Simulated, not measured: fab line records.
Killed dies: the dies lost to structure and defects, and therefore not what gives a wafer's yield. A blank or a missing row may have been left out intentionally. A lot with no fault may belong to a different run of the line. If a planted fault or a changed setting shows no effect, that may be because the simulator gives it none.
fab line records | flow n5_finfet
record lots=6 | wafers=18 | last_day=19
route steps=1938 shown BEOL_M1@756 BEOL_M4@1111
lots untouched by any fault: they come from a run of this same line in which no faults occurred
start_h: hours from the record's first day to the start of the lot's first wafer shown | wait_h: hours from the lot's prior step to this one | " repeats the value in the row above | L1.1+2: several wafers, shown together as one row | - no value present, or no start provided | * or withheld: withheld | < > ~ a bound
route shown NAME@n: a module of which the file shows steps, and the number in the route of the first | usual: mean/standard deviation of fault-free wafers | same: alike in all rows | chamber/n: place in a boat | sites: readings site by site | _std_site: how widely they spread, as a standard deviation | _edge_site: mean of outer sites minus mean of inner sites | radius_mm: for every site, how far away it sits from the centre of the wafer | mask NAME#n: copy n | behind: the most recent tool/chamber to have shaped the wafer | hold: why the lot was held/for how many hours/how that ended | device: which transistor (n, p or np) failed to switch | end of line: tests of these same wafers at the route's end | a step with no rows: only its recipe | killed: dies that structure and defects cost at the first sort, which is not the same as the wafer's yield | map: a wafer's dies, marking killed ones x, the rest . and places with no die _
set.NAME: the setting as run; set.NAME@STEP: as run at that earlier step | model.NAME: the simulator's own value behind a step, which no gauge read
lots seen at some steps along the route; tables by step, rows by wafer
services: the hour from which a tool's chamber was out of use, counted from the record's first day as start_h (under 0 if before that day), plus the number of hours and why
## steps
# step N5_BEOL_M1_COAT_62
# recipe resist=SiARC | temp_c=220 | time_s=60 | spin_rpm=1500 | resist_thk_nm=12
# step N5_BEOL_M1_COAT_73
# recipe resist=underlayer | temp_c=205 | time_s=60 | spin_rpm=1500 | resist_thk_nm=5
# step N5_BEOL_M1_COAT_05
# recipe resist=CAR-EUV | spin_rpm=1500 | resist_thk_nm=30
# step N5_BEOL_M1_EBR_07
# recipe solvent=PGMEA | ebr_width_mm=1.5
# step N5_BEOL_M1_SOFTBAKE_06
# recipe temp_c=110 | time_s=60 | resist=CAR-EUV
# step N5_BEOL_M1_EXPOSE_08
# recipe mask_id=M1 | na=0.33 | source_shape=dipole | sigma_inner=0.369 | sigma_outer=0.767 | polarization=unpolarized | dose_mj=33
# step N5_BEOL_M1_PEB_09
# recipe peb_temp_c=100 | peb_time_s=60 | resist=CAR-EUV
# step N5_BEOL_M1_DEVELOP_10
# recipe develop_time_s=30 | developer=TMAH | resist=CAR-EUV | rinse_liquid=surfactant_rinse | dry=air_spin | dev_temp_c=23
# step N5_BEOL_M1_CD_MEAS_11
# recipe target_cd_nm=17.05 | landing_energy_ev=500 | detector=se_inlens | polarity=opening
# usual cd_nm=17.05/0.24
lot.wafer | tool      | chamber | start_h | wait_h | cd_nm
L449.1    | cd_sem-01 | 0       | 160.09  | -      | 16.99
L449.3    | "         | 0       | "       | "      | 17.28
L449.4    | "         | 0       | "       | "      | 16.63
L454.1    | cd_sem-01 | 0       | 184.39  | -      | 16.85
L454.5    | "         | 0       | "       | "      | 16.82
L454.6    | "         | 0       | "       | "      | 17.25
L459.1    | cd_sem-01 | 0       | 211.42  | -      | 16.71
L459.2    | "         | 0       | "       | "      | 16.63
L459.6    | "         | 0       | "       | "      | 17.09
L461.2    | cd_sem-02 | 0       | 219.35  | -      | 16.85
L461.4    | "         | 0       | "       | "      | 17.01
L461.5    | "         | 0       | "       | "      | 16.99
L465.1    | cd_sem-03 | 0       | 253.62  | -      | 17.14
L465.4    | "         | 0       | "       | "      | 17.51
L465.5    | "         | 0       | "       | "      | 16.96
L466.1    | cd_sem-01 | 0       | 262.43  | -      | 17.09
L466.2    | "         | 0       | "       | "      | 17.22
L466.3    | "         | 0       | "       | "      | 17.05
# step N5_BEOL_M1_OVL_MEAS_12
# recipe points_per_wafer=522
# usual M1_OVL=0.2/0.64
lot.wafer | tool       | chamber | start_h | wait_h | M1_OVL[nm]
L449.1    | overlay-02 | 0       | 160.12  | 0.0    | -0.5
L449.3    | "          | 0       | "       | "      | 0.9
L449.4    | "          | 0       | "       | "      | 1.4
L454.1    | overlay-02 | 0       | 184.42  | 0.0    | -0.2
L454.5    | "          | 0       | "       | "      | -0.2
L454.6    | "          | 0       | "       | "      | -0.7
L459.1    | overlay-01 | 0       | 211.46  | 0.0    | 1.3
L459.2    | "          | 0       | "       | "      | 0.5
L459.6    | "          | 0       | "       | "      | 1.0
L461.2    | overlay-01 | 0       | 219.38  | 0.0    | 0.4
L461.4    | "          | 0       | "       | "      | 0.5
L461.5    | "          | 0       | "       | "      | -0.2
L465.1    | overlay-01 | 0       | 253.65  | 0.0    | -0.2
L465.4    | "          | 0       | "       | "      | -0.1
L465.5    | "          | 0       | "       | "      | 0.1
L466.1    | overlay-01 | 0       | 262.46  | 0.0    | -0.2
L466.2    | "          | 0       | "       | "      | -0.2
L466.3    | "          | 0       | "       | "      | 0.0
# step N5_BEOL_M1_INSPECT_13
# recipe mode=adi | inspect_instrument=brightfield
# usual raw_defect_count=442/91
lot.wafer | tool              | chamber | start_h | wait_h | raw_defect_count
L449.1    | defect_inspect-01 | -       | 160.17  | 0.1    | 406
L449.3    | "                 | -       | "       | "      | 560
L449.4    | "                 | -       | "       | "      | 320
L454.1    | defect_inspect-02 | -       | 184.48  | 0.1    | 504
L454.5    | "                 | -       | "       | "      | 526
L454.6    | "                 | -       | "       | "      | 448
L459.1    | defect_inspect-02 | -       | 211.52  | 0.1    | 411
L459.2    | "                 | -       | "       | "      | 408
L459.6    | "                 | -       | "       | "      | 415
L461.2    | defect_inspect-02 | -       | 219.44  | 0.0    | 396
L461.4    | "                 | -       | "       | "      | 472
L461.5    | "                 | -       | "       | "      | 412
L465.1    | defect_inspect-01 | -       | 253.71  | 0.1    | 458
L465.4    | "                 | -       | "       | "      | 350
L465.5    | "                 | -       | "       | "      | 438
L466.1    | defect_inspect-01 | -       | 262.52  | 0.1    | 354
L466.2    | "                 | -       | "       | "      | 234
L466.3    | "                 | -       | "       | "      | 470
# step N5_BEOL_M1_DESCUM_16
# recipe chemistry=O2 | time_s=7 | source_power_w=50 | bias_power_w=20 | pressure_mtorr=20 | rf_frequency_hz=2.712e+07 | temp_c=40 | resist=CAR-EUV | o2_flow_sccm=225
# usual drypump_motor_current_A=5.4/0.37 | oes_product_au=0.80/0.091 | rf_fwd_power_W=49.33/0.25 | rf_vpp_V=243.2/1.2 | showerhead_plenum_p_Torr=2.10/0.053 | throttle_valve_pct=20.42/0.22
lot.wafer | tool        | chamber | start_h | wait_h | drypump_motor_current_A | oes_product_au | rf_fwd_power_W | rf_hours_counter_h | rf_vpp_V | showerhead_plenum_p_Torr | throttle_valve_pct
L449.1    | rie_diel-05 | 2       | 160.60  | 0.4    | 5.8                     | 0.82           | 48.78          | 95                 | 243.5    | 2.10                     | 20.67
L449.3    | "           | 3       | "       | "      | 5.4                     | 0.77           | 49.16          | 121                | 242.7    | 2.10                     | 20.15
L449.4    | "           | 1       | "       | "      | 4.9                     | 0.87           | 49.40          | 52                 | 242.5    | 2.04                     | 20.16
L454.1    | rie_diel-06 | 1       | 184.51  | 0.0    | 5.7                     | 0.98           | 49.30          | 1                  | 247.1    | 2.23                     | 20.22
L454.5    | "           | 0       | "       | "      | 5.4                     | 0.72           | 49.20          | -                  | 242.0    | 2.08                     | 20.65
L454.6    | "           | 1       | "       | "      | 5.7                     | 0.98           | 49.58          | -                  | 243.8    | 2.23                     | 20.23
L459.1    | rie_diel-06 | 3       | 211.55  | 0.0    | 5.2                     | 0.99           | 49.37          | 5                  | 242.5    | 2.06                     | 20.37
L459.2    | "           | 1       | "       | "      | 5.7                     | 0.95           | 49.22          | 10                 | 244.7    | 2.23                     | 20.23
L459.6    | "           | 1       | "       | "      | 5.7                     | 0.95           | 49.40          | -                  | 245.1    | 2.23                     | 20.25
L461.2    | rie_diel-06 | 0       | 219.47  | 0.0    | 5.4                     | 0.72           | 49.23          | 216                | 241.6    | 2.07                     | 20.66
L461.4    | "           | 3       | "       | "      | 5.1                     | 0.97           | 49.27          | 7                  | 240.7    | 2.05                     | 20.37
L461.5    | "           | 1       | "       | "      | 5.7                     | 0.93           | 49.20          | -                  | 245.9    | 2.23                     | 20.26
L465.1    | rie_diel-05 | 0       | 253.79  | 0.1    | 4.9                     | 0.67           | 48.91          | 239                | 242.6    | 2.06                     | 20.72
L465.4    | "           | 2       | "       | "      | 5.8                     | 0.80           | 49.20          | 119                | 244.7    | 2.09                     | 20.72
L465.5    | "           | 3       | "       | "      | 5.4                     | 0.75           | 49.52          | -                  | 242.0    | 2.09                     | 20.20
L466.1    | rie_diel-05 | 1       | 262.55  | 0.0    | 4.9                     | 0.83           | 49.20          | 80                 | 242.1    | 2.03                     | 20.24
L466.2    | "           | 3       | "       | "      | 5.4                     | 0.74           | 49.65          | 148                | 241.7    | 2.09                     | 20.20
L466.3    | "           | 2       | "       | "      | 5.8                     | 0.79           | 48.90          | 122                | 242.6    | 2.09                     | 20.71
# step N5_BEOL_M1_ETCH_74
# recipe chemistry=N2/H2 | target=underlayer | target_depth_a=65 | mask_material=CAR-EUV | time_s=5.2 | ion_energy_ev=200 | pressure_mtorr=30 | source_w=840 | bias_w=150 | n2_flow_sccm=200 | h2_flow_sccm=200 | ends=cleared
# usual bias_w=150.0/0.47 | drypump_motor_current_A=5.4/0.37 | etch_rf_on_time_s=5.17/0.089 | oes_product_au=0.68/0.078 | rf_fwd_power_W=819.2/2.6 | rf_vpp_V=524.1/2 | showerhead_plenum_p_Torr=2.55/0.065 | throttle_valve_pct=17.83/0.24
lot.wafer | tool        | chamber | start_h | wait_h | bias_w | drypump_motor_current_A | etch_rf_on_time_s | oes_product_au | rf_fwd_power_W | rf_hours_counter_h | rf_vpp_V | showerhead_plenum_p_Torr | throttle_valve_pct
L449.1    | rie_diel-05 | 2       | 160.63  | 0.0    | 149.6  | 5.9                     | 5.06              | 0.71           | 817.1          | 95                 | 523.6    | 2.56                     | 18.10
L449.3    | "           | 3       | "       | "      | 150.2  | 5.4                     | 5.28              | 0.66           | 823.5          | 121                | 524.0    | 2.55                     | 17.54
L449.4    | "           | 1       | "       | "      | 149.7  | 5.0                     | 5.21              | 0.75           | 820.5          | 52                 | 522.2    | 2.48                     | 17.53
L454.1    | rie_diel-06 | 1       | 184.54  | 0.0    | 149.3  | 5.7                     | 5.16              | 0.84           | 820.1          | 1                  | 527.7    | 2.71                     | 17.66
L454.5    | "           | 0       | "       | "      | 150.2  | 5.4                     | 5.26              | 0.61           | 821.1          | -                  | 523.5    | 2.52                     | 18.12
L454.6    | "           | 1       | "       | "      | 149.6  | 5.8                     | 5.16              | 0.84           | 819.5          | -                  | 528.0    | 2.71                     | 17.65
L459.1    | rie_diel-06 | 3       | 211.58  | 0.0    | 157.0  | 5.2                     | 4.91              | 0.84           | 820.8          | 5                  | 536.7    | 2.49                     | 17.69
L459.2    | "           | 1       | "       | "      | 150.1  | 5.7                     | 5.13              | 0.79           | 821.0          | 10                 | 526.6    | 2.71                     | 17.66
L459.6    | "           | 1       | "       | "      | 150.1  | 5.7                     | 5.19              | 0.80           | 814.4          | -                  | 526.1    | 2.70                     | 17.64
L461.2    | rie_diel-06 | 0       | 219.50  | 0.0    | 149.9  | 5.4                     | 5.31              | 0.61           | 819.8          | 216                | 524.9    | 2.52                     | 18.10
L461.4    | "           | 3       | "       | "      | 155.8  | 5.2                     | 4.95              | 0.84           | 818.5          | 7                  | 535.8    | 2.49                     | 17.67
L461.5    | "           | 1       | "       | "      | 150.4  | 5.7                     | 5.19              | 0.80           | 815.4          | -                  | 529.9    | 2.70                     | 17.68
L465.1    | rie_diel-05 | 0       | 253.82  | 0.0    | 148.6  | 4.9                     | 5.31              | 0.58           | 820.3          | 239                | 522.5    | 2.51                     | 18.13
L465.4    | "           | 2       | "       | "      | 150.1  | 5.8                     | 5.07              | 0.69           | 818.7          | 119                | 524.2    | 2.55                     | 18.17
L465.5    | "           | 3       | "       | "      | 150.2  | 5.4                     | 5.29              | 0.64           | 816.7          | -                  | 524.3    | 2.54                     | 17.59
L466.1    | rie_diel-05 | 1       | 262.59  | 0.0    | 150.5  | 5.0                     | 5.12              | 0.72           | 813.4          | 80                 | 520.4    | 2.47                     | 17.60
L466.2    | "           | 3       | "       | "      | 149.9  | 5.4                     | 5.27              | 0.63           | 825.1          | 148                | 524.9    | 2.54                     | 17.60
L466.3    | "           | 2       | "       | "      | 150.3  | 5.8                     | 5.12              | 0.68           | 818.9          | 122                | 523.5    | 2.55                     | 18.16
# step N5_BEOL_M1_ETCH_63
# recipe chemistry=CF4 | target=SiARC | target_depth_a=156 | mask_material=CAR-EUV | time_s=26 | ion_energy_ev=80 | pressure_mtorr=40 | source_w=545 | bias_w=36 | Ar_flow_sccm=100 | cf4_flow_sccm=100 | ends=cleared
# usual bias_w=36.00/0.11 | drypump_motor_current_A=5.4/0.36 | etch_rf_on_time_s=25.9/0.47 | mfc_ar_sccm=99.99/0.27 | oes_product_au=0.69/0.077 | rf_fwd_power_W=532.0/2.5 | rf_vpp_V=184.1/1.1 | showerhead_plenum_p_Torr=2.15/0.054 | throttle_valve_pct=15.61/0.24
lot.wafer | tool        | chamber | start_h | wait_h | bias_w | drypump_motor_current_A | etch_rf_on_time_s | mfc_ar_sccm | oes_product_au | rf_fwd_power_W | rf_hours_counter_h | rf_vpp_V | showerhead_plenum_p_Torr | throttle_valve_pct
L449.1    | rie_diel-05 | 2       | 160.65  | 0.0    | 36.04  | 5.8                     | 25.6              | 100.37      | 0.70           | 532.0          | 95                 | 185.2    | 2.16                     | 15.90
L449.3    | "           | 3       | "       | "      | 36.11  | 5.4                     | 26.6              | 100.17      | 0.65           | 529.2          | 121                | 183.2    | 2.16                     | 15.39
L449.4    | "           | 1       | "       | "      | 35.97  | 4.9                     | 26.0              | 100.30      | 0.74           | 534.2          | 52                 | 185.0    | 2.09                     | 15.31
L454.1    | rie_diel-06 | 1       | 184.56  | 0.0    | 35.99  | 5.7                     | 25.8              | 100.07      | 0.83           | 532.8          | 1                  | 183.5    | 2.28                     | 15.34
L454.5    | "           | 0       | "       | "      | 36.11  | 5.4                     | 26.5              | 99.90       | 0.61           | 533.5          | -                  | 183.9    | 2.12                     | 15.84
L454.6    | "           | 1       | "       | "      | 35.96  | 5.7                     | 25.9              | 99.72       | 0.84           | 530.1          | -                  | 185.2    | 2.28                     | 15.36
L459.1    | rie_diel-06 | 3       | 211.60  | 0.0    | 36.15  | 5.2                     | 25.0              | 99.88       | 0.84           | 531.2          | 5                  | 182.9    | 2.10                     | 15.46
L459.2    | "           | 1       | "       | "      | 36.03  | 5.7                     | 26.0              | 100.36      | 0.80           | 532.2          | 11                 | 184.9    | 2.28                     | 15.38
L459.6    | "           | 1       | "       | "      | 35.97  | 5.8                     | 25.5              | 99.94       | 0.80           | 531.5          | -                  | 185.1    | 2.28                     | 15.36
L461.2    | rie_diel-06 | 0       | 219.52  | 0.0    | 36.17  | 5.4                     | 26.3              | 99.98       | 0.61           | 534.5          | 216                | 182.1    | 2.12                     | 15.86
L461.4    | "           | 3       | "       | "      | 36.03  | 5.2                     | 25.1              | 100.44      | 0.84           | 533.2          | 7                  | 181.2    | 2.10                     | 15.48
L461.5    | "           | 1       | "       | "      | 35.96  | 5.7                     | 25.8              | 99.63       | 0.79           | 533.7          | -                  | 186.0    | 2.28                     | 15.37
L465.1    | rie_diel-05 | 0       | 253.84  | 0.0    | 36.00  | 4.9                     | 26.7              | 100.61      | 0.58           | 530.3          | 239                | 183.7    | 2.11                     | 15.97
L465.4    | "           | 2       | "       | "      | 36.04  | 5.8                     | 25.8              | 100.18      | 0.68           | 532.1          | 119                | 183.3    | 2.16                     | 15.95
L465.5    | "           | 3       | "       | "      | 35.93  | 5.4                     | 26.9              | 99.81       | 0.63           | 532.8          | -                  | 184.3    | 2.15                     | 15.43
L466.1    | rie_diel-05 | 1       | 262.60  | 0.0    | 35.91  | 4.9                     | 26.0              | 99.90       | 0.72           | 528.7          | 80                 | 182.6    | 2.08                     | 15.37
L466.2    | "           | 3       | "       | "      | 36.09  | 5.4                     | 26.6              | 100.09      | 0.64           | 529.3          | 148                | 184.3    | 2.15                     | 15.44
L466.3    | "           | 2       | "       | "      | 36.04  | 5.8                     | 25.3              | 99.98       | 0.69           | 528.9          | 123                | 182.4    | 2.15                     | 15.94
# step N5_BEOL_M4_RC_MEAS_101
# usual DIBL_N=36.2/1.2 | DIBL_P=36.3/1.3 | IOFF_N=0.155/0.019 | IOFF_P=0.210/0.029 | ION_N=677/8.6 | ION_P=465/6.8 | SS_N=71.4/0.48 | SS_P=73.2/0.53 | VT_N=249.9/2.4 | VT_P=-250/3.2
lot.wafer | tool      | chamber | start_h | wait_h | DIBL_N[mV/V] | DIBL_P[mV/V] | IOFF_N[nA/um] | IOFF_P[nA/um] | ION_N[uA/um] | ION_P[uA/um] | SS_N[mV/dec] | SS_P[mV/dec] | VT_N[mV] | VT_P[mV]
L449.1    | prober-02 | 0       | 206.20  | 0.0    | 36.9         | 36.5         | 0.152         | 0.180         | 675          | 457          | 71.5         | 73.3         | 248.5    | -254
L449.3    | "         | 0       | "       | "      | 37.6         | 36.8         | 0.162         | 0.193         | 691          | 466          | 71.5         | 73.7         | 252.0    | -254
L449.4    | "         | 0       | "       | "      | 38.6         | 39.0         | 0.188         | 0.228         | 676          | 464          | 72.0         | 73.7         | 248.4    | -252
L454.1    | prober-01 | 0       | 244.92  | 0.0    | 39.0         | 38.6         | 0.199         | 0.271         | 688          | 471          | 72.1         | 73.6         | 247.0    | -243
L454.5    | "         | 0       | "       | "      | 35.3         | 34.6         | 0.131         | 0.211         | 679          | 472          | 71.0         | 72.2         | 253.8    | -247
L454.6    | "         | 0       | "       | "      | 35.7         | 35.3         | 0.140         | 0.217         | 674          | 466          | 71.4         | 72.3         | 250.8    | -247
L459.1    | prober-01 | 0       | 265.34  | 0.0    | 36.1         | 37.4         | 0.172         | 0.262         | 693          | 477          | 70.8         | 73.1         | 246.9    | -245
L459.2    | "         | 0       | "       | "      | 36.1         | 37.2         | 0.172         | 0.261         | 685          | 477          | 71.6         | 72.7         | 249.3    | -244
L459.6    | "         | 0       | "       | "      | 35.6         | 35.8         | 0.153         | 0.229         | 679          | 465          | 71.8         | 72.3         | 249.8    | -249
L461.2    | prober-02 | 0       | 292.54  | 0.2    | 37.0         | 35.3         | 0.142         | 0.169         | 678          | 458          | 71.0         | 72.6         | 250.7    | -254
L461.4    | "         | 0       | "       | "      | 38.0         | 37.1         | 0.164         | 0.183         | 688          | 459          | 71.3         | 72.7         | 249.7    | -256
L461.5    | "         | 0       | "       | "      | 37.4         | 36.3         | 0.152         | 0.182         | 667          | 454          | 71.6         | 73.9         | 251.5    | -255
L465.1    | prober-02 | 0       | 308.00  | 0.0    | 36.2         | 34.6         | 0.127         | 0.179         | 657          | 455          | 71.8         | 72.6         | 254.6    | -251
L465.4    | "         | 0       | "       | "      | 38.5         | 38.3         | 0.184         | 0.237         | 684          | 466          | 72.1         | 73.5         | 246.3    | -250
L465.5    | "         | 0       | "       | "      | 36.4         | 34.6         | 0.132         | 0.179         | 663          | 458          | 70.8         | 71.6         | 250.5    | -254
L466.1    | prober-02 | 0       | 329.04  | 0.0    | 36.2         | 35.4         | 0.151         | 0.202         | 671          | 464          | 71.4         | 73.1         | 249.5    | -252
L466.2    | "         | 0       | "       | "      | 35.7         | 35.3         | 0.148         | 0.196         | 665          | 455          | 71.2         | 72.5         | 251.8    | -252
L466.3    | "         | 0       | "       | "      | 38.5         | 37.9         | 0.202         | 0.232         | 680          | 461          | 72.1         | 74.5         | 247.8    | -252
## services
tool        | chamber | start_h | hours | kind
rie_diel-06 | 1       | 144.27  | 14.9  | repair
rie_diel-06 | 1       | 161.77  | -     | clean
rie_diel-06 | 1       | 161.77  | -     | consumable_replace:focus_ring
rie_diel-06 | 1       | 161.77  | -     | consumable_replace:showerhead
rie_diel-06 | 1       | 161.77  | 18.3  | scheduled_down
rie_diel-06 | 1       | 161.77  | 18.3  | vent_cycle
rie_diel-05 | 3       | 175.74  | 3.6   | repair
rie_diel-06 | 3       | 180.34  | -     | clean
rie_diel-06 | 3       | 180.34  | -     | consumable_replace:focus_ring
rie_diel-06 | 3       | 180.34  | 15.5  | scheduled_down
rie_diel-06 | 3       | 180.34  | 15.5  | vent_cycle
rie_diel-06 | 0       | 235.18  | 4.9   | repair
## key
first_sign step=N5_BEOL_M1_ETCH_74 | reading=bias_w | direction=up | sigmas=14 | usual=* | struck=*
effect step=N5_BEOL_M1_ETCH_74 | reading=rf_vpp_V | direction=up | sigmas=6 | usual=524.1 | struck=536.3
met_at N5_BEOL_M1_ETCH_74
struck_wafers L459.1,L461.4
fault kind=process_parameter_drift | tool=rie_diel-06 | chamber=3 | onset_h=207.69 | steps=N5_BEOL_M1_ETCH_74 | channel=bias_w | offset=* | shape=step | end_h=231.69 | acts_in=* | stated=*
